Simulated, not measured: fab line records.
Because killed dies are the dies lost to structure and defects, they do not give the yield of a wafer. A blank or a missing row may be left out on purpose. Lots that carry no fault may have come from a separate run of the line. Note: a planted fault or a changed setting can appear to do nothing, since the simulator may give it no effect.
Which tool was responsible? :: flow nand_harc :: 39 wafers from 13 lots sampled at 6 of the route's 1302 steps

== WHAT THE GAUGES SHOWED, per wafer ==
NHARC_P_STI_INSPECT_25.
lot: L796
measured: day 3 06:30
on: defect_inspect-02
raw_defect_count: 249 259 338

lot: L798
measured: day 3 19:55
on: defect_inspect-02
raw_defect_count: 223 168 368

lot: L799
measured: day 4 15:07
on: defect_inspect-01
raw_defect_count: 186 125 163

lot: L800
measured: day 4 15:07
on: defect_inspect-02
raw_defect_count: 161 122 165

lot: L802
measured: day 5 15:22
on: defect_inspect-01
raw_defect_count: 201 212 193

lot: L806
measured: day 7 05:55
on: defect_inspect-02
raw_defect_count: 167 183 190

lot: L807
measured: day 7 10:56
on: defect_inspect-02
raw_defect_count: 253 236 270

lot: L808
measured: day 7 23:28
on: defect_inspect-02
raw_defect_count: 301 394 267

lot: L810
measured: day 8 23:33
on: defect_inspect-01
raw_defect_count: 151 144 173

lot: L813
measured: day 10 04:16
on: defect_inspect-01
raw_defect_count: 248 213 174

lot: L814
measured: day 10 16:17
on: defect_inspect-02
raw_defect_count: 173 206 318

lot: L815
measured: day 11 06:09
on: defect_inspect-01
raw_defect_count: 329 292 166

lot: L816
measured: day 11 06:09
on: defect_inspect-02
raw_defect_count: 275 143 146

NHARC_P_GATE_CD_MEAS_26 targets a cd of 120 nm.
lot: L796
measured: day 4 06:13
on: cd_sem-03
cd_nm (nm): 119.6 118.8 118.7

lot: L798
measured: day 4 19:49
on: cd_sem-02
cd_nm (nm): 120.2 120.4 119.6

lot: L799
measured: day 5 16:21
on: cd_sem-03
cd_nm (nm): 118.4 119.7 119.3

lot: L800
measured: day 5 17:11
on: cd_sem-01
cd_nm (nm): 118.5 118.7 118.8

lot: L802
measured: day 6 13:50
on: cd_sem-01
cd_nm (nm): 119.0 119.4 120.1

lot: L806
measured: day 8 08:56
on: cd_sem-02
cd_nm (nm): 120.3 119.2 119.3

lot: L807
measured: day 8 12:58
on: cd_sem-03
cd_nm (nm): 119.5 118.3 118.7

lot: L808
measured: day 9 02:12
on: cd_sem-01
cd_nm (nm): 119.1 118.4 119.0

lot: L810
measured: day 9 22:42
on: cd_sem-03
cd_nm (nm): 119.2 118.7 119.4

lot: L813
measured: day 11 09:03
on: cd_sem-03
cd_nm (nm): 222.6 222.9 222.7

lot: L814
measured: day 11 16:15
on: cd_sem-02
cd_nm (nm): 120.1 119.6 119.4

lot: L815
measured: day 12 07:02
on: cd_sem-01
cd_nm (nm): 223.4 223.3 224.1

lot: L816
measured: day 12 06:53
on: cd_sem-03
cd_nm (nm): 118.8 119.7 119.5

NHARC_END_SORT_01.
lot: L813
measured: day 30 13:56
on: prober-01
killed_at_array: 73 72 81
killed_at_other: 0 0 3
killed_at_periphery: 604 605 593
killed_dies: 677 677 677
killed_open: 6 7 7
killed_short: 4 2 0

lot: L815
measured: day 32 10:44
on: prober-02
killed_at_array: 36 46 40
killed_at_other: 0 1 1
killed_at_periphery: 641 630 636
killed_dies: 677 677 677
killed_open: 7 3 4
killed_short: 4 3 3

== WHICH TOOL RAN EACH LOT (tool, then ch and the chambers of the sampled wafers, then the start) ==
lot: L796
NHARC_P_STI_CMP_21: cmp-04 ch 0,1,2, day 2 20:16
NHARC_P_GATE_DEP_103: pecvd-04 ch 0,1, day 4 05:39
NHARC_P_GATE_PEB_24: litho_track-01 ch 0, day 4 06:08

lot: L798
NHARC_P_STI_CMP_21: cmp-03 ch 0,2,3, day 3 11:09
NHARC_P_GATE_DEP_103: pecvd-02 ch 0,2, day 4 19:10
NHARC_P_GATE_PEB_24: litho_track-04 ch 0, day 4 19:44

lot: L799
NHARC_P_STI_CMP_21: cmp-02 ch 0,1, day 4 04:05
NHARC_P_GATE_DEP_103: pecvd-02 ch 1,2, day 5 15:47
NHARC_P_GATE_PEB_24: litho_track-06 ch 0, day 5 16:16

lot: L800
NHARC_P_STI_CMP_21: cmp-03 ch 0,1,2, day 4 08:35
NHARC_P_GATE_DEP_103: pecvd-02 ch 1,2, day 5 16:26
NHARC_P_GATE_PEB_24: litho_track-01 ch 0, day 5 17:07

lot: L802
NHARC_P_STI_CMP_21: cmp-04 ch 0,2, day 5 03:40
NHARC_P_GATE_DEP_103: pecvd-02 ch 0,1,2, day 6 13:11
NHARC_P_GATE_PEB_24: litho_track-06 ch 0, day 6 13:45

lot: L806
NHARC_P_STI_CMP_21: cmp-04 ch 1,2,3, day 6 19:02
NHARC_P_GATE_DEP_103: pecvd-02 ch 0,2, day 8 08:15
NHARC_P_GATE_PEB_24: litho_track-01 ch 0, day 8 08:51

lot: L807
NHARC_P_STI_CMP_21: cmp-04 ch 0,1,2, day 7 03:13
NHARC_P_GATE_DEP_103: pecvd-01 ch 0,1, day 8 12:19
NHARC_P_GATE_PEB_24: litho_track-01 ch 0, day 8 12:53

lot: L808
NHARC_P_STI_CMP_21: cmp-03 ch 0,1,3, day 7 14:23
NHARC_P_GATE_DEP_103: pecvd-01 ch 1,2, day 9 01:39
NHARC_P_GATE_PEB_24: litho_track-06 ch 0, day 9 02:07

lot: L810
NHARC_P_STI_CMP_21: cmp-03 ch 1,2,3, day 8 15:24
NHARC_P_GATE_DEP_103: pecvd-01 ch 0,2, day 9 22:05
NHARC_P_GATE_PEB_24: litho_track-06 ch 0, day 9 22:37

lot: L813
NHARC_P_STI_CMP_21: cmp-03 ch 1,2,3, day 9 16:36
NHARC_P_GATE_DEP_103: pecvd-02 ch 0,1,2, day 11 08:23
NHARC_P_GATE_PEB_24: litho_track-01 ch 0, day 11 08:58

lot: L814
NHARC_P_STI_CMP_21: cmp-02 ch 0,1,3, day 10 06:19
NHARC_P_GATE_DEP_103: pecvd-02 ch 0,2, day 11 15:41
NHARC_P_GATE_PEB_24: litho_track-06 ch 0, day 11 16:10

lot: L815
NHARC_P_STI_CMP_21: cmp-02 ch 1,2,3, day 10 20:52
NHARC_P_GATE_DEP_103: pecvd-02 ch 1,2, day 12 06:20
NHARC_P_GATE_PEB_24: litho_track-01 ch 0, day 12 06:57

lot: L816
NHARC_P_STI_CMP_21: cmp-04 ch 2,3, day 10 20:52
NHARC_P_GATE_DEP_103: pecvd-01 ch 0,1,2, day 12 06:16
NHARC_P_GATE_PEB_24: litho_track-06 ch 0, day 12 06:48
- NHARC_P_STI_CMP_21: polishes, t overpolish 20 s, target thk 380.67 nm.
- NHARC_P_GATE_DEP_103: deposits SiON, target thk 30 nm.
- NHARC_P_GATE_PEB_24: peb time 65 s.

== AS READ BY THE TOOLS THEMSELVES (means over the sampled wafers that have a number; for cases with no such wafer, the mark the record gives instead) ==
NHARC_P_STI_CMP_21.
lot: L796
tool: cmp-04
motor_current_A (A): 11.4
overpolish_run_s (s): 19.992

lot: L798
tool: cmp-03
motor_current_A (A): 11.8
overpolish_run_s (s): 19.998

lot: L799
tool: cmp-02
motor_current_A (A): 11.8
overpolish_run_s (s): 19.998

lot: L800
tool: cmp-03
motor_current_A (A): 12.1
overpolish_run_s (s): 19.999

lot: L802
tool: cmp-04
motor_current_A (A): 10.5
overpolish_run_s (s): 19.996

lot: L806
tool: cmp-04
motor_current_A (A): 12.0
overpolish_run_s (s): 20.000

lot: L807
tool: cmp-04
motor_current_A (A): 11.3
overpolish_run_s (s): 19.996

lot: L808
tool: cmp-03
motor_current_A (A): 11.6
overpolish_run_s (s): 20.008

lot: L810
tool: cmp-03
motor_current_A (A): 11.9
overpolish_run_s (s): 20.009

lot: L813
tool: cmp-03
motor_current_A (A): 12.3
overpolish_run_s (s): 20.003

lot: L814
tool: cmp-02
motor_current_A (A): 11.2
overpolish_run_s (s): 20.004

lot: L815
tool: cmp-02
motor_current_A (A): 11.2
overpolish_run_s (s): 19.999

lot: L816
tool: cmp-04
motor_current_A (A): 11.3
overpolish_run_s (s): 20.006

NHARC_P_GATE_DEP_103.
lot: L796
tool: pecvd-04
heater_power_w (W): 601

lot: L798
tool: pecvd-02
heater_power_w (W): 775

lot: L799
tool: pecvd-02
heater_power_w (W): 688

lot: L800
tool: pecvd-02
heater_power_w (W): 764

lot: L802
tool: pecvd-02
heater_power_w (W): 791

lot: L806
tool: pecvd-02
heater_power_w (W): 760

lot: L807
tool: pecvd-01
heater_power_w (W): 711

lot: L808
tool: pecvd-01
heater_power_w (W): 749

lot: L810
tool: pecvd-01
heater_power_w (W): 787

lot: L813
tool: pecvd-02
heater_power_w (W): 829

lot: L814
tool: pecvd-02
heater_power_w (W): 752

lot: L815
tool: pecvd-02
heater_power_w (W): 710

lot: L816
tool: pecvd-01
heater_power_w (W): 744

NHARC_P_GATE_PEB_24.
lot: L796
tool: litho_track-01
heater_power_total_W (W): 156.7

lot: L798
tool: litho_track-04
heater_power_total_W (W): 156.9

lot: L799
tool: litho_track-06
heater_power_total_W (W): 156.6

lot: L800
tool: litho_track-01
heater_power_total_W (W): 156.4

lot: L802
tool: litho_track-06
heater_power_total_W (W): 156.6

lot: L806
tool: litho_track-01
heater_power_total_W (W): 156.7

lot: L807
tool: litho_track-01
heater_power_total_W (W): 156.2

lot: L808
tool: litho_track-06
heater_power_total_W (W): 156.5

lot: L810
tool: litho_track-06
heater_power_total_W (W): 156.8

lot: L813
tool: litho_track-01
heater_power_total_W (W): 435.5

lot: L814
tool: litho_track-06
heater_power_total_W (W): 156.3

lot: L815
tool: litho_track-01
heater_power_total_W (W): 436.0

lot: L816
tool: litho_track-06
heater_power_total_W (W): 156.7

== THE ANSWER, worked out from the rows above alone ==
Rule: usual is defined by the lots themselves. Put in order of their means at a reading, lots are off if they are a third of the lots or fewer, leave a main group of 4 or more, and stand apart from it by a gap of 3 or more times the standard deviation of the main group's means; of several such gaps the widest counts. If all means in a main group match to the digits the tables above print for the reading, that group is not used. Also off: a lot with no number at a reading for which 4 or more lots have one. The other lots that the step has rows for count as sound. First the gauges in route order, then the tools' own readings, where a lot's mean is used as printed above. At the first step where some lot is off, the reading lying furthest off is the one used; lots without a number count as furthest.
Off: L813, L815 (NHARC_P_GATE_CD_MEAS_26, cd_nm). The main group has a mean of 119.3 nm with a standard deviation of 0.41.
If a tool, at a process step before that reading, ran all the lots that are off and no sound lot after the first of them, it fits. The gauges at NHARC_P_GATE_CD_MEAS_26 aren't tried: what is off there is off at NHARC_P_GATE_PEB_24 too, on other tools, and a gauge's error can't cause that. One fits: NHARC_P_GATE_PEB_24 on litho_track-01. A fault onset in the window from L807 (day 8 12:53, its last sound lot) to L813 (day 11 08:58, its first lot off) fits.
On the lots that are off, the tool's own readings at NHARC_P_GATE_PEB_24 differ by more than 5 times the standard deviation of the sound lots' means, which bears it out; heater_power_total_W reads 435.8 W there versus 156.6 W on the sound lots.

== WHAT THE SIMULATOR PUT IN ==
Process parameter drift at NHARC_P_GATE_PEB_24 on litho_track-01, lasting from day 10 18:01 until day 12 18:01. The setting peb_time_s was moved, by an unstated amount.
Lots struck among those shown: L813, L815. The rule above reached the same finding.
